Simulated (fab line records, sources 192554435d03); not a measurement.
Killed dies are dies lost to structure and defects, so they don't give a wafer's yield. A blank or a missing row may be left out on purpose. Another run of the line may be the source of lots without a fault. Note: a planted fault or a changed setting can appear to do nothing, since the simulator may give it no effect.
Problem report in the 8D (eight disciplines) form, filled by code ; flow n5-finfet ; the parts of the form that need people (team, actions taken, sign-off) are left out

== 1. PROBLEM STATEMENT ==
Mean of cd-nm at N5_FIN_SAQP_CD_MEAS_31: 4.46 nm across 2 wafers in 2 lots; on wafers with no fault it is 8.08 nm (standard deviation 0.23). That is -16 standard deviations from the usual mean.
The step: target cd 8 nm.
First observed at day 5 16:17: wafer L272.6, on cd-sem-02. The record has a number at this step for 42 wafers belonging to 14 lots. Rule for "out", or "out of limits": more than 4 standard deviations from the usual mean. Any other wafer with a number is counted as sound.

== 2. WHAT IT IS, WHAT IT ISN'T ==
question;is;is not
which readings at this step;cd-nm;-
which lots;L272, L273;L260, L261, L262, L265, L266, L267, L268, L269, L270, L274, L280, L281
which wafers of those lots;L272.6, L273.1;L272.3, L272.5, L273.3, L273.4
read on which gauges;cd-sem-01, cd-sem-02;cd-sem-03
when;from day 5 16:17;"up to then (29 sound wafers); but 11 sound wafers of L273, L274, L280, L281 came after"

== 3. SUSPECTS, AND WHAT RULES EACH OUT ==
Counting: if a tool at a process step up to the reading ran every lot that is out, it stays a suspect. Sound lots after the first of them don't rule it out here, since some wafers of a struck lot are sound.
- the gauge at N5_FIN_SAQP_CD_MEAS_31: ruled out. 2 gauges (cd-sem-01, cd-sem-02) read the wafers that are out.
- rie-diel-05 at N5_FIN_SAQP_STRIP_55 (strips in N2/H2): kept. It processed each lot that is out (first: L272, day 5 13:05); up to then, its last sound lot is L267 (day 4 04:47).
- ald-sin-03 at N5_FIN_SAQP_SPACER2_ALD_28 (deposits SiO2, target thk 8.1 nm, pulse time 1 s, purge time 2 s): kept. It processed each lot that is out (first: L272, day 5 15:44); up to then, its last sound lot is L270 (day 5 03:15).
Remaining after the count are rie-diel-05 at N5_FIN_SAQP_STRIP_55 and ald-sin-03 at N5_FIN_SAQP_SPACER2_ALD_28.

== 4. THE CAUSE (what the simulator had put in) ==
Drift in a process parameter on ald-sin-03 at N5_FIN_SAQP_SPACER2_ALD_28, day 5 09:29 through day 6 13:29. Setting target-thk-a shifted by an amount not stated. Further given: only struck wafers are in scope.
Counting leaves 2 suspects; this tool is one of them.

== 5. THE EFFECT CHAIN, in route order ==
Each row: a reading whose mean over the struck wafers that have a number lies more than 3 standard deviations from the usual. Readings are gone through only where the record gives a usual standard deviation; hours: the median, over the lots, of the time from a lot's start at the first step in this table giving one to that lot's start at this step; sigmas: the change measured in usual standard deviations.
hours;step;reading;usual;on struck wafers;change;sigmas
0;N5_FIN_SAQP_CD_MEAS_31;cd-nm;8.08 nm;4.46;-3.62;-16
0;N5_FIN_SAQP_HM_CD_35;cd-nm;8.13 nm;4.85;-3.28;-14
1;N5_FIN_SAQP_CD_MEAS_37;cd-nm;8.07 nm;4.56;-3.51;-13
11;N5_STI_FIN_REVEAL_CD_MEAS_22;cd-nm;6.21 nm;3.14;-3.07;-11
145;N5_BEOL_M4_RC_MEAS_101;DIBL_N;35.9 mV/V;15.0;-20.9;-11
145;N5_BEOL_M4_RC_MEAS_101;DIBL_P;35.8 mV/V;7.8;-27.9;-12
145;N5_BEOL_M4_RC_MEAS_101;IOFF_N;0.15 nA/um;0.01;-0.14;-4.5
145;N5_BEOL_M4_RC_MEAS_101;IOFF_N_85C;3.0 nA/um;0.2;-2.8;-5.4
145;N5_BEOL_M4_RC_MEAS_101;IOFF_N_LIN;0.071 nA/um;0.006;-0.065;-5.4
145;N5_BEOL_M4_RC_MEAS_101;IOFF_P;0.21 nA/um;0.03;-0.18;-5.0
145;N5_BEOL_M4_RC_MEAS_101;IOFF_P_85C;3.6 nA/um;0.5;-3.1;-5.8
145;N5_BEOL_M4_RC_MEAS_101;IOFF_P_LIN;0.098 nA/um;0.018;-0.080;-5.7
145;N5_BEOL_M4_RC_MEAS_101;ION_N;672 uA/um;516;-156;-12
145;N5_BEOL_M4_RC_MEAS_101;ION_P;462 uA/um;385;-77;-9.3
145;N5_BEOL_M4_RC_MEAS_101;SS_N;71.5 mV/dec;67.2;-4.3;-6.0
145;N5_BEOL_M4_RC_MEAS_101;SS_P;73.2 mV/dec;65.5;-7.7;-11
145;N5_BEOL_M4_RC_MEAS_101;VT_N;250 mV;301;+51;+15
145;N5_BEOL_M4_RC_MEAS_101;VT_N_LVT;99 mV;150;+50;+15
145;N5_BEOL_M4_RC_MEAS_101;VT_P;-250 mV;-280;-30;-9.0
145;N5_BEOL_M4_RC_MEAS_101;VT_P_LVT;-99.3 mV;-129.6;-30.3;-10
The process steps in it:
- N5_FIN_SAQP_HM_CD_35: target cd 8 nm.

== 6. HOW IT WOULD HAVE BEEN CAUGHT EARLIER ==
The first out-of-limits reading at a measuring or inspecting step in this record came at day 5 16:17, 7 hours after the fault's start at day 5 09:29.
Of the tool readings at N5_FIN_SAQP_SPACER2_ALD_28 for which the record gives a usual standard deviation, none was out on any struck wafer, so an alarm limit of 4 standard deviations on them would not have fired.
Among the 2 lots that are out, L273 began N5_FIN_SAQP_SPACER2_ALD_28 on ald-sin-03 after day 5 16:17. A hold on the tool at that time would have spared it.
